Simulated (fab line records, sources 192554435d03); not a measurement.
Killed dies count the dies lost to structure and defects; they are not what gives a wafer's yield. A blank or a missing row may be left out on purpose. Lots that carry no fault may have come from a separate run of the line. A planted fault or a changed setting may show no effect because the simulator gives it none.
Lot-split experiment :: flow n5-finfet :: 7 lots, 21 wafers read, on a route of 1938 steps

## ON THE SPLIT
At N5_BEOL_M3_EXPOSE_08 (exposes mask M3), the setting dose-mj was moved away from the recipe's 33 on 6 of the 21 wafers read, by -6.2% to +4.8%. This setting was run at the recipe's value on the other wafers.

## FROM THE SPLIT TO THE READING: what the file shows between them, 2 steps
- N5_BEOL_M3_PEB_09: peb time 60 s
- N5_BEOL_M3_DEVELOP_10: develop time 30 s

## THE READING
At N5_BEOL_M3_CD_MEAS_11: cd-nm in nanometres, against a target cd of 17.05 nm. Typical for fault-free wafers on this fab line: 17.10 nm, with standard deviation 0.25 nm.

wafer: L075.1
tool, chamber at the split: euv-scanner-01, 0
dose-mj as run: 33
against the recipe: recipe
cd-nm, nm: 17.37
against lot-mates on the recipe: -

wafer: L075.4
tool, chamber at the split: euv-scanner-01, 0
dose-mj as run: 33
against the recipe: recipe
cd-nm, nm: 16.73
against lot-mates on the recipe: -

wafer: L075.5
tool, chamber at the split: euv-scanner-01, 0
dose-mj as run: 33
against the recipe: recipe
cd-nm, nm: 17.31
against lot-mates on the recipe: -

wafer: L076.1
tool, chamber at the split: euv-scanner-02, 0
dose-mj as run: 33
against the recipe: recipe
cd-nm, nm: 17.02
against lot-mates on the recipe: -

wafer: L076.2
tool, chamber at the split: euv-scanner-02, 0
dose-mj as run: 34.6
against the recipe: +4.8%
cd-nm, nm: 17.88
against lot-mates on the recipe: +0.73

wafer: L076.5
tool, chamber at the split: euv-scanner-02, 0
dose-mj as run: 33
against the recipe: recipe
cd-nm, nm: 17.28
against lot-mates on the recipe: -

wafer: L081.1
tool, chamber at the split: euv-scanner-01, 0
dose-mj as run: 31.78
against the recipe: -3.7%
cd-nm, nm: 16.80
against lot-mates on the recipe: -0.28

wafer: L081.2
tool, chamber at the split: euv-scanner-01, 0
dose-mj as run: 33
against the recipe: recipe
cd-nm, nm: 17.08
against lot-mates on the recipe: -

wafer: L081.4
tool, chamber at the split: euv-scanner-01, 0
dose-mj as run: 31.78
against the recipe: -3.7%
cd-nm, nm: 16.33
against lot-mates on the recipe: -0.75

wafer: L085.1
tool, chamber at the split: euv-scanner-02, 0
dose-mj as run: 33
against the recipe: recipe
cd-nm, nm: 17.14
against lot-mates on the recipe: -

wafer: L085.4
tool, chamber at the split: euv-scanner-02, 0
dose-mj as run: 34.6
against the recipe: +4.8%
cd-nm, nm: 17.92
against lot-mates on the recipe: +0.95

wafer: L085.5
tool, chamber at the split: euv-scanner-02, 0
dose-mj as run: 33
against the recipe: recipe
cd-nm, nm: 16.81
against lot-mates on the recipe: -

wafer: L086.2
tool, chamber at the split: euv-scanner-01, 0
dose-mj as run: 30.95
against the recipe: -6.2%
cd-nm, nm: 15.79
against lot-mates on the recipe: -1.11

wafer: L086.3
tool, chamber at the split: euv-scanner-01, 0
dose-mj as run: 30.95
against the recipe: -6.2%
cd-nm, nm: 15.63
against lot-mates on the recipe: -1.27

wafer: L086.4
tool, chamber at the split: euv-scanner-01, 0
dose-mj as run: 33
against the recipe: recipe
cd-nm, nm: 16.90
against lot-mates on the recipe: -

wafer: L088.2
tool, chamber at the split: euv-scanner-01, 0
dose-mj as run: 33
against the recipe: recipe
cd-nm, nm: 17.16
against lot-mates on the recipe: -

wafer: L088.4
tool, chamber at the split: euv-scanner-01, 0
dose-mj as run: 33
against the recipe: recipe
cd-nm, nm: 17.28
against lot-mates on the recipe: -

wafer: L088.5
tool, chamber at the split: euv-scanner-01, 0
dose-mj as run: 33
against the recipe: recipe
cd-nm, nm: 17.52
against lot-mates on the recipe: -

wafer: L095.4
tool, chamber at the split: euv-scanner-02, 0
dose-mj as run: 33
against the recipe: recipe
cd-nm, nm: 17.14
against lot-mates on the recipe: -

wafer: L095.5
tool, chamber at the split: euv-scanner-02, 0
dose-mj as run: 33
against the recipe: recipe
cd-nm, nm: 17.05
against lot-mates on the recipe: -

wafer: L095.6
tool, chamber at the split: euv-scanner-02, 0
dose-mj as run: 33
against the recipe: recipe
cd-nm, nm: 17.32
against lot-mates on the recipe: -

THE FIT
A straight line over all 21 wafers: cd-nm changes by +0.192 nm for each +1% of dose-mj; r = +0.92; the points scatter about the line by 0.23 nm.
The same after taking each lot's own level away (the mean of its wafers on the recipe; 21 wafers): +0.176 nm for each +1%; r = +0.94; scatter 0.18 nm.
According to that fit, moving dose-mj by its largest amount changes the reading by 1.1 nm.
Measured against the standard deviation above, the lots' own levels, which go from 16.900 to 17.320 nm, span 1.7 times it.
The two slopes are in agreement: the lot-to-lot level therefore moves the slope only a little.
Check: with one of the wafers moved furthest among these (-6.2%) left out of the fit, the line predicts -1.09 nm for it against its lot-mates. It came out at -1.11 nm against them.

## THE WHOLE CHAIN: every reading that the file lists as answering this split, in the file's order
step: N5_BEOL_M3_CD_MEAS_11
what it does: target cd 17.05 nm
reading: cd-nm
change (the file's fit): +0.176 nm for each +1% of the setting
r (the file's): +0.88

step: N5_BEOL_M3_ETCH_74
what it does: etches underlayer in N2/H2, target depth 6.5 nm, time 5.2 s
reading: BEOL_M3.cd-offset-nm (the simulator's own value, which no gauge read)
change (the file's fit): +0.193 nm for each +1% of the setting
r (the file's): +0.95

## THE FILE'S OWN FIT
cd-nm changes by +0.176 nm for each +1% of dose-mj, r = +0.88.
